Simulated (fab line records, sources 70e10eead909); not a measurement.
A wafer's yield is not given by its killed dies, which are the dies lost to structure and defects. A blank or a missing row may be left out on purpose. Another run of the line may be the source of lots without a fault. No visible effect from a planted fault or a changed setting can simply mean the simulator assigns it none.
Matching of chambers || flow nand_harc || 4 sister chambers for NHARC_P_ZERO_WELL_DESCUM_54 on rie_diel-01
The step chemistry O2, time 3 s. 4 wafers are shown with their chamber, then 9 later ones without.

WAFERS PAIRED WITH THEIR CHAMBERS
{"wafer": "L084.2", "chamber": 1, "drypump_motor_current_A (A)": 5.7}
{"wafer": "L086.1", "chamber": 3, "drypump_motor_current_A (A)": 5.3}
{"wafer": "L087.5", "chamber": 0, "drypump_motor_current_A (A)": 5.1}
{"wafer": "L087.6", "chamber": 2, "drypump_motor_current_A (A)": 6.5}

WAFERS WHOSE CHAMBER IS MISSING
{"wafer": "L088.1", "drypump_motor_current_A (A)": 5.1}
{"wafer": "L088.2", "drypump_motor_current_A (A)": 5.6}
{"wafer": "L088.3", "drypump_motor_current_A (A)": 6.5}
{"wafer": "L094.1", "drypump_motor_current_A (A)": 5.1}
{"wafer": "L094.5", "drypump_motor_current_A (A)": 5.7}
{"wafer": "L094.6", "drypump_motor_current_A (A)": 5.1}
{"wafer": "L097.1", "drypump_motor_current_A (A)": 6.5}
{"wafer": "L097.4", "drypump_motor_current_A (A)": 5.1}
{"wafer": "L097.5", "drypump_motor_current_A (A)": 5.3}

CHAMBER TAKEN BY EACH
{"wafer": "L088.1", "from the rows above": 0, "in truth": 0}
{"wafer": "L088.2", "from the rows above": 1, "in truth": 1}
{"wafer": "L088.3", "from the rows above": 2, "in truth": 2}
{"wafer": "L094.1", "from the rows above": 0, "in truth": 0}
{"wafer": "L094.5", "from the rows above": 1, "in truth": 1}
{"wafer": "L094.6", "from the rows above": 0, "in truth": 0}
{"wafer": "L097.1", "from the rows above": 2, "in truth": 2}
{"wafer": "L097.4", "from the rows above": 0, "in truth": 0}
{"wafer": "L097.5", "from the rows above": 3, "in truth": 3}
Correct placement for 9 of the 9. Can't be placed from these rows: 0. Placed wrongly: 0.
How it was worked out, from the rows above alone: a wafer's distance from a chamber is the root of the sum, over the readings, of the square of ((its reading less the chamber's mean) divided by the reading's scatter). The wafer belongs to the nearest chamber; if the next one is less than 2 further off, it can't be placed. Each chamber's mean is taken over the wafers shown for it. The scatter: root of mean squared gap, hidden wafer to nearest shown wafer, with one shown wafer a chamber.
